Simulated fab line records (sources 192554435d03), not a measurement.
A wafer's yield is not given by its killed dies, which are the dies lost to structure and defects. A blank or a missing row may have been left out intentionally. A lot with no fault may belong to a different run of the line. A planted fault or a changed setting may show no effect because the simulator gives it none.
Matching of chambers -- flow n5 finfet -- N5_BEOL_M8_DEP_56 on pecvd-03: 3 sister chambers
The step deposits SiCN from 3MS/NH3, target thk 10 nm, time 17.5 s. 20 wafers are shown with their chamber, then 10 later ones without.

== EACH WAFER AND ITS CHAMBER ==
wafer,chamber,throttle valve pct (%),rf fwd power W (W),showerhead plenum p Torr (Torr)
L074.1,0,9.2,200.1,3.649
L074.2,1,9.8,199.1,3.663
L074.6,0,9.3,200.7,3.650
L082.1,0,9.1,199.2,3.648
L082.2,1,9.9,199.0,3.669
L082.4,1,9.6,199.6,3.665
L083.1,0,8.9,200.5,3.660
L083.4,1,9.9,199.9,3.664
L083.5,0,8.9,199.5,3.658
L084.4,2,9.0,197.5,3.670
L084.5,1,9.6,198.9,3.672
L084.6,0,8.8,199.2,3.660
L085.1,0,9.1,200.2,3.662
L085.2,1,9.7,199.5,3.662
L085.6,0,9.0,199.5,3.663
L086.2,1,9.7,199.1,3.672
L086.3,2,9.1,198.1,3.672
L086.4,0,9.0,200.5,3.665
L090.1,0,9.1,200.1,3.655
L090.2,1,9.4,199.0,3.668

SIGNATURES, as means of the wafers listed above
reading,chamber 0,chamber 1,chamber 2,scatter within a chamber
throttle valve pct,9.040,9.700,9.050,0.155
rf fwd power W,199.950,199.262,197.800,0.478
showerhead plenum p Torr,3.65700,3.66688,3.67100,0.00516
Rule: distance of a wafer from a chamber = root of the sum over the readings of ((wafer's reading minus chamber's mean) / reading's scatter) squared. If the next closest chamber is less than 2 further off than the closest, the wafer can't be placed; otherwise it belongs to the closest. The scatter: take each reading less its chamber's mean, square it, sum over the shown wafers, divide by the number of wafers less the number of chambers, and take the root.

== WAFERS WITHOUT THEIR CHAMBER ==
wafer,throttle valve pct (%),rf fwd power W (W),showerhead plenum p Torr (Torr)
L090.4,8.9,197.9,3.658
L092.1,9.1,200.0,3.671
L092.2,9.6,200.8,3.661
L092.3,8.9,198.5,3.678
L097.2,9.2,199.2,3.653
L097.4,9.0,200.0,3.660
L097.6,9.6,198.8,3.665
L096.2,8.7,199.2,3.660
L096.3,9.5,199.1,3.669
L096.5,9.1,199.4,3.649

== CHAMBER TAKEN BY EACH ==
wafer,from the rows above,in truth
L090.4,can't be placed: 2 or 0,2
L092.1,can't be placed: 0 or 1 or 2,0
L092.2,can't be placed: 1 or 0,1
L092.3,2,2
L097.2,0,0
L097.4,0,0
L097.6,1,1
L096.2,can't be placed: 0 or 2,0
L096.3,1,1
L096.5,0,0
Correctly placed: 6 of 10. Unplaceable from these rows: 4, with the true chamber sitting among the candidates in 4. 0 placed wrongly.
